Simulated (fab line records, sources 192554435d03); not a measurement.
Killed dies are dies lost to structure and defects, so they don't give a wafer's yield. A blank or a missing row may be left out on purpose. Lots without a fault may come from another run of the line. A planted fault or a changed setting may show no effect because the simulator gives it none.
Chamber matching | flow n5_finfet | N5_ILD0_ALD_15 on ald_sin-04: 4 sister chambers
The step deposits SiNx, target thk 24 nm, pulse time 1 s, ald cycles 480. 4 wafers are shown with their chamber, then 7 later ones without.

WAFERS WITH THEIR CHAMBER
wafer  | chamber | heater_power_w (W)
L078.6 | 3       | 1052
L084.1 | 1       | 741
L085.3 | 2       | 757
L085.4 | 0       | 836

WAFERS WITHOUT THEIR CHAMBER
wafer  | heater_power_w (W)
L085.5 | 776
L089.1 | 737
L089.2 | 858
L089.4 | 1040
L090.3 | 1052
L090.5 | 1046
L090.6 | 838

WHICH CHAMBER EACH WENT THROUGH
wafer  | from the rows above     | in truth
L085.5 | can't be placed: 2 or 1 | 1
L089.1 | can't be placed: 1 or 2 | 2
L089.2 | 0                       | 0
L089.4 | 3                       | 3
L090.3 | 3                       | 3
L090.5 | 3                       | 3
L090.6 | 0                       | 0
Placed correctly: 5 of 7. Can't be placed from these rows: 2 (the true chamber is among the candidates in 2). Placed wrongly: 0.
How it was worked out, from the rows above alone: a wafer's distance from a chamber is the root of the sum, over the readings, of the square of ((its reading less the chamber's mean) divided by the reading's scatter). The wafer belongs to the nearest chamber; if the next one is less than 2 further off, it can't be placed. A chamber's mean is the mean of its shown wafers. The scatter: with one shown wafer a chamber, the root of the mean of the squares of how far each hidden wafer lies from its nearest shown one.
